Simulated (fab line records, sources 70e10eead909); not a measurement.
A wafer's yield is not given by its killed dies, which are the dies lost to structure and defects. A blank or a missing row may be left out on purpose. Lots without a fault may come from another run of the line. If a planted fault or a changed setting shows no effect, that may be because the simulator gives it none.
fab line records | flow nand_harc
[record] lots = 13 wafers = 39 last_day = 33
route steps=1302 shown A_STAIRCASE@708 THIN_TSV@1261 END@1302
lots that met no fault: from a run of the same line without faults
start_h: hours from the record's opening day to when the first of the lot's shown wafers began | wait_h: time in hours since the lot's previous step | " unchanged from the row above | L1.1+2: one row covering several wafers at once | - either no value or no given start | * or withheld: withheld | < > ~ a bound
route shown NAME@n: a module of which the file shows steps, and the number in the route of the first | usual: average and standard deviation across the fault-free wafers | same: alike in all rows | chamber/n: place in a boat | sites: readings site by site | _std_site: how widely they spread, as a standard deviation | _edge_site: the outer-site mean with the inner-site mean subtracted | radius_mm: for every site, how far away it sits from the centre of the wafer | mask NAME#n: copy n | behind: the last tool/chamber to shape the wafer | hold: why the lot was held/for how many hours/how that ended | device: which transistor (n, p or np) failed to switch | end of line: the tests these same wafers got at the end of their route | a step without rows: its recipe alone | killed: the dies lost at the first sort to structure and to defects; this is not the yield of the wafer | map: per-die view of a wafer (x killed, . not killed, _ where there is no die)
set.NAME: setting as actually run; set.NAME@STEP: the setting as run at that earlier step | model.NAME: the simulator's own value behind a step, which no gauge read
the route's steps for a sample of lots (tables are steps, rows are wafers)
services: the hour from which a tool's chamber was out of use, counted from the record's first day as start_h (under 0 if before that day), plus the number of hours and why
[[steps]]
[step NHARC_A_STAIRCASE_ETCH_194]
[recipe] target_depth_a = 1000 time_s = 40.5 ion_energy_ev = 400 c4f8_flow_sccm = 20 o2_flow_sccm = 10 ar_flow_sccm = withheld rf_w = 600 bias_w = 1000 chemistry = C4F8/O2
[usual] oes_product_au = 0.943/0.0091 rf_vpp_V = 896/4.8
// columns lot.wafer tool chamber start_h wait_h oes_product_au rf_hours_counter_h rf_vpp_V
L329.2 rie_diel-10 3 364.11 - 0.937 38 892
L329.1 " 2 " " 0.938 37 904
L329.6 " 3 " " 0.925 - 892
L330.1 rie_diel-01 3 364.18 - 0.927 44 899
L330.3 " 0 " " 0.924 44 897
L330.6 " 2 " " 0.937 - 899
L331.4 rie_diel-05 0 376.91 - 0.947 42 899
L331.2 " 1 " " 0.949 47 890
L331.3 " 2 " " 0.961 48 902
L332.1 rie_diel-10 3 383.87 - 0.943 43 892
L332.5 " 0 " " 0.941 - 898
L332.6 " 1 " " 0.934 - 900
L333.5 rie_diel-05 3 399.89 - 0.942 - 891
L333.6 " 1 " " 0.941 - 889
L333.4 " 2 " " 0.938 - 903
L334.2 rie_diel-10 0 400.22 - 0.944 45 898
L334.6 " 3 " " 0.934 - 892
L334.5 " 0 " " 0.944 - 897
L335.4 rie_diel-10 1 416.71 - 0.940 56 898
L335.1 " 2 " " 0.942 56 903
L335.6 " 3 " " 0.944 - 893
L343.4 rie_diel-10 1 506.53 - 0.945 27 898
L343.1 " 2 " " 0.944 26 904
L343.3 " 0 " " 0.960 22 898
L346.2 rie_diel-05 1 527.58 - 0.942 30 888
L346.1 " 0 " " 0.953 31 896
L346.5 " 2 " " 0.941 - 901
L345.3 rie_diel-10 3 527.90 - 0.947 34 890
L345.1 " 1 " " 0.939 33 896
L345.5 " 3 " " 0.942 - 892
L347.1 rie_diel-05 3 542.81 - 0.929 36 892
L347.2 " 0 " " 0.944 35 898
L347.4 " 2 " " 0.934 36 902
L350.1 rie_diel-05 3 558.64 - 0.957 40 890
L350.2 " 1 " " 0.941 37 888
L350.5 " 2 " " 0.947 - 902
L351.1 rie_diel-05 0 565.13 - 0.948 41 896
L351.3 " 2 " " 0.936 42 901
L351.6 " 0 " " 0.946 - 898
[step NHARC_THIN_TSV_DESCUM_14]
[recipe] time_s = 3 o2_flow_sccm = 200 ar_flow_sccm = 0 bias_power_w = 0 chemistry = O2
[usual] drypump_motor_current_A = 5.7/0.44 oes_product_au = 1.002/0.0077 rf_vpp_V = 57.6/0.82 showerhead_plenum_p_Torr = 1.86/0.079 throttle_valve_pct = 11.311/0.0098
// columns lot.wafer tool chamber start_h wait_h drypump_motor_current_A oes_product_au rf_hours_counter_h rf_vpp_V showerhead_plenum_p_Torr throttle_valve_pct
L329.2 rie_diel-02 2 550.07 - 5.6 0.986 5.5 59.2 2.06 11.295
L329.1 " 3 " " 5.3 1.002 6.3 57.0 1.91 11.303
L329.6 " 3 " " 5.3 1.000 - 57.5 1.91 11.298
L330.1 rie_diel-13 2 551.42 - 5.7 0.995 1.3 57.8 1.86 11.310
L330.3 " 0 " " 6.5 0.997 1.6 58.5 1.82 11.311
L330.6 " 3 " " 4.9 1.006 - 56.5 1.80 11.315
L332.1 rie_diel-13 1 569.90 - 5.2 1.002 2.8 58.3 1.92 11.308
L332.5 " 2 " " 5.7 1.008 - 57.6 1.86 11.297
L332.6 " 3 " " 5.0 1.008 - 57.1 1.80 11.308
L331.2 rie_diel-09 1 571.07 - 5.9 0.995 4.8 59.1 1.83 11.311
L331.3 " 3 " " 6.3 0.998 4.0 57.6 1.81 11.310
L331.4 " 0 " " 5.6 0.981 4.5 57.7 1.78 11.338
L333.4 rie_diel-09 1 578.42 - 5.9 0.997 6.4 58.3 1.83 11.310
L333.6 " 3 " " 6.4 1.001 - 58.3 1.81 11.303
L333.5 " 0 " " 5.6 1.001 - 59.0 1.78 11.313
L334.2 rie_diel-13 0 586.68 - 6.5 0.998 4.0 58.2 1.82 11.302
L334.5 " 2 " " 5.6 0.999 - 57.3 1.86 11.320
L334.6 " 3 " " 4.9 1.007 - 56.2 1.80 11.305
L335.1 rie_diel-13 0 609.17 - 6.5 1.000 5.2 57.6 1.82 11.310
L335.4 " 3 " " 5.0 1.008 4.4 58.5 1.80 11.328
L335.6 " 0 " " 6.5 0.999 - 57.8 1.82 11.297
L343.3 rie_diel-09 2 698.49 - 5.8 1.011 0.2 57.9 1.79 11.325
L343.1 " 0 " " 5.6 0.992 0.1 57.2 1.78 11.305
L343.4 " 1 " " 5.8 1.006 0.2 56.7 1.83 11.315
L346.1 rie_diel-09 2 705.59 - 5.9 1.014 0.5 57.9 1.79 11.310
L346.2 " 0 " " 5.6 0.995 0.6 56.6 1.78 11.324
L346.5 " 1 " " 5.8 1.004 - 56.5 1.83 11.298
L345.1 rie_diel-09 0 726.46 - 5.6 0.997 1.1 56.2 1.78 11.294
L345.3 " 2 " " 5.9 1.014 1.3 55.5 1.79 11.305
L345.5 " 0 " " 5.6 1.005 - 58.2 1.78 11.305
L350.1 rie_diel-09 3 746.73 - 6.4 1.003 3.6 57.3 1.81 11.304
L350.2 " 0 " " 5.6 1.002 3.1 57.2 1.78 11.305
L350.5 " 2 " " 5.9 1.010 - 56.9 1.79 11.309
L347.2 rie_diel-09 1 747.77 - 5.8 1.013 3.5 58.4 1.83 11.321
L347.4 " 2 " " 5.9 1.003 3.9 58.3 1.79 11.314
L347.1 " 0 " " 5.7 0.997 3.3 57.5 1.78 11.308
L351.1 rie_diel-02 2 758.38 - 5.6 0.988 0 57.3 2.05 11.294
L351.3 " 1 " " 5.4 0.990 0 58.5 1.99 11.316
L351.6 " 2 " " 5.6 0.992 - 58.4 2.05 11.303
[step NHARC_THIN_TSV_PRE_CLEAN_50]
[recipe] time_s = 30 temp_c = 280 gas = H2/He
[usual] heater_power_w = 394/41
// columns lot.wafer tool chamber start_h wait_h heater_power_w
L329.2 pvd_sputter-01 - - - 423
L329.1 " - " " 408
L329.6 " - " " 374
L330.1 pvd_sputter-02 - - - 443
L330.3 " - " " 372
L330.6 " - " " 479
L332.1 pvd_sputter-02 - - - 382
L332.5 " - " " 330
L332.6 " - " " 377
L331.3 pvd_sputter-01 - - - 366
L331.2 " - " " 417
L331.4 " - " " 425
L333.4 pvd_sputter-02 - - - 380
L333.5 " - " " 397
L333.6 " - " " 465
L334.2 pvd_sputter-03 - - - 333
L334.5 " - " " 335
L334.6 " - " " 404
L335.1 pvd_sputter-03 - - - 437
L335.4 " - " " 398
L335.6 " - " " 381
L343.1 pvd_sputter-02 - - - 483
L343.3 " - " " 335
L343.4 " - " " 370
L346.1 pvd_sputter-02 - - - 402
L346.2 " - " " 338
L346.5 " - " " 392
L345.1 pvd_sputter-01 - - - 390
L345.3 " - " " 421
L345.5 " - " " 423
L350.2 pvd_sputter-02 - - - 338
L350.1 " - " " 367
L350.5 " - " " 362
L347.1 pvd_sputter-02 - - - 377
L347.2 " - " " 491
L347.4 " - " " 363
L351.1 pvd_sputter-02 - - - 331
L351.3 " - " " 391
L351.6 " - " " 334
[step NHARC_THIN_TSV_PVD_51]
[recipe] target_thk_a = 1000 chamber_pressure_pa = 5 material = Cu
[usual] throttle_valve_pct = 30.2/1.3
// columns lot.wafer tool chamber start_h wait_h throttle_valve_pct
L329.2 pvd_sputter-01 - - - 31.4
L329.1 " - " " 28.2
L329.6 " - " " 31.2
L330.1 pvd_sputter-02 - - - 31.1
L330.3 " - " " 31.3
L330.6 " - " " 31.0
L332.1 pvd_sputter-02 - - - 31.6
L332.6 " - " " 31.1
L332.5 " - " " 31.5
L331.2 pvd_sputter-01 - - - 28.1
L331.3 " - " " 29.2
L331.4 " - " " 28.6
L333.4 pvd_sputter-02 - - - 31.7
L333.6 " - " " 31.9
L333.5 " - " " 30.9
L334.2 pvd_sputter-03 - - - 29.1
L334.5 " - " " 29.0
L334.6 " - " " 28.3
L335.1 pvd_sputter-03 - - - 28.9
L335.4 " - " " 28.6
L335.6 " - " " 30.6
L343.4 pvd_sputter-02 - - - 30.4
L343.3 " - " " 30.5
L343.1 " - " " 32.3
L346.1 pvd_sputter-02 - - - 29.9
L346.2 " - " " 30.9
L346.5 " - " " 30.7
L345.3 pvd_sputter-01 - - - 28.8
L345.1 " - " " 28.9
L345.5 " - " " 31.4
L350.1 pvd_sputter-02 - - - 32.7
L350.2 " - " " 30.2
L350.5 " - " " 32.5
L347.4 pvd_sputter-02 - - - 31.1
L347.1 " - " " 30.9
L347.2 " - " " 30.1
L351.1 pvd_sputter-02 - - - 29.9
L351.3 " - " " 32.5
L351.6 " - " " 30.2
[step NHARC_END_SORT_01]
[recipe] temp_c = 25
[usual] killed_at_array = 46/15 killed_at_other = 0.8/1.1 killed_at_periphery = 4.0/2.9 killed_dies = 50/15 killed_open = 3.2/1.8 killed_short = 2.3/1.6
[same] gross_dies = 677
// columns lot.wafer tool chamber start_h wait_h killed_at_array killed_at_other killed_at_periphery killed_dies killed_open killed_short
L343.1 prober-01 0 713.36 2.5 138 0 3 141 0 5
L343.3 prober-01 0 714.98 3.1 171 1 0 172 4 3
L343.4 prober-01 0 715.79 3.4 170 0 4 174 3 2
L345.1 prober-01 0 741.19 2.5 154 0 3 157 3 3
L345.3 prober-01 0 742.81 3.1 104 0 1 105 1 3
L345.5 prober-01 0 744.42 3.7 105 0 4 109 1 2
// killed by level:class
L343.1 A_STAIRCASE:unspecified=71 A_CHANNEL_HOLE_D1:chamber_film_flake=22 A_SLIT:chamber_film_flake=19 A_CHANNEL_HOLE_D2:chamber_film_flake=17 A_CONTACT:chamber_film_flake=5 A_WL_FILL:geometric_particle:short=3 P_GATE:chamber_film_flake=2 P_CONTACT:geometric_particle:short=1
L343.3 A_STAIRCASE:unspecified=86 A_CHANNEL_HOLE_D1:chamber_film_flake=26 A_CHANNEL_HOLE_D2:chamber_film_flake=26 A_SLIT:chamber_film_flake=21 A_CONTACT:chamber_film_flake=3 A_CHANNEL_FILL_D1:geometric_particle:short=1 A_CHANNEL_FILL_D1:geometric_particle:open=1 A_CHANNEL_FILL_D2:geometric_particle:open=1
L343.4 A_STAIRCASE:unspecified=89 A_CHANNEL_HOLE_D1:chamber_film_flake=24 A_CHANNEL_HOLE_D2:chamber_film_flake=23 A_SLIT:chamber_film_flake=23 A_DECK1_JOINT:chamber_film_flake=2 A_CONTACT:chamber_film_flake=2 A_STAIRCASE:chamber_film_flake=2 P_GATE:geometric_particle:open=1
L345.1 A_STAIRCASE:unspecified=96 A_CHANNEL_HOLE_D1:chamber_film_flake=22 A_CHANNEL_HOLE_D2:chamber_film_flake=18 A_STAIRCASE:chamber_film_flake=4 A_CONTACT:chamber_film_flake=3 P_GATE:chamber_film_flake=2 A_CHANNEL_FILL_D2:chamber_film_flake=2 A_WL_FILL:chamber_film_flake=2
L345.3 A_STAIRCASE:unspecified=53 A_CHANNEL_HOLE_D1:chamber_film_flake=25 A_CHANNEL_HOLE_D2:chamber_film_flake=10 A_CONTACT:chamber_film_flake=5 A_STAIRCASE:chamber_film_flake=3 A_CHANNEL_FILL_D2:chamber_film_flake=2 A_CHANNEL_HOLE_D2:geometric_particle:short=1 A_CHANNEL_FILL_D2:geometric_particle:short=1
L345.5 A_STAIRCASE:unspecified=53 A_CHANNEL_HOLE_D1:chamber_film_flake=26 A_CHANNEL_HOLE_D2:chamber_film_flake=8 A_CONTACT:chamber_film_flake=6 A_STAIRCASE:chamber_film_flake=4 A_CHANNEL_FILL_D2:chamber_film_flake=4 P_M0:chamber_film_flake=3 A_CHANNEL_FILL_D2:geometric_particle:short=1
[[services]]
// columns tool chamber start_h hours kind
pvd_sputter-01 - 348.72 1.4 repair
rie_diel-09 2 358.54 8.7 repair
pvd_sputter-01 - 364.45 1.0 repair
rie_diel-10 1 374.92 1.3 repair
rie_diel-10 2 379.05 2.2 repair
pvd_sputter-02 - 389.34 3.2 repair
pvd_sputter-01 - 404.05 10.0 pm
rie_diel-05 - 406.83 9.0 pm
rie_diel-10 - 419.66 9.0 pm
rie_diel-05 - 425.45 2.7 repair
pvd_sputter-02 - 441.30 4.4 repair
pvd_sputter-02 - 460.08 10.0 pm
rie_diel-09 - 497.10 9.0 pm
pvd_sputter-02 - 552.21 1.7 repair
pvd_sputter-01 - 582.05 10.0 pm
rie_diel-05 - 583.83 9.0 pm
rie_diel-10 - 596.66 9.0 pm
pvd_sputter-02 - 638.08 10.0 pm
rie_diel-09 - 640.04 0.2 repair
rie_diel-05 1 640.92 3.6 repair
rie_diel-10 2 656.88 17.1 repair
rie_diel-09 - 674.15 9.0 pm
pvd_sputter-02 - 720.93 2.3 repair
rie_diel-09 1 757.82 16.9 repair
[[key]]
[first_sign] step = NHARC_END_SORT_01 reading = killed_at_array direction = up sigmas = 6.3 usual = 46 struck = 140
[effect] step = NHARC_END_SORT_01 reading = killed_dies direction = up sigmas = 6.1 usual = 50 struck = 143
[more_kills_born_at] NHARC_A_STAIRCASE_ETCH_194@rie_diel-10 = 448
met_at NHARC_A_STAIRCASE_ETCH_194
struck_lots L343,L345
tester_left_out L343,L345
not_acting_at NHARC_THIN_TSV_DESCUM_14,NHARC_THIN_TSV_PRE_CLEAN_50,NHARC_THIN_TSV_PVD_51
onset_between 416.71 506.53
[fault] kind = chamber_particle_source tool = rie_diel-10 chamber = - onset_h = 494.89 steps = NHARC_A_STAIRCASE_ETCH_194 rate_per_visit_cm2 = 1.0499 end_h = 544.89
// tester_left_out: of these lots the tester's yield and bins aren't shown, on N5 and GAA mostly nor the transistor test; their killed dies are dies lost to structure and defects alone, not to doping, threshold or leakage, so they don't give the yield
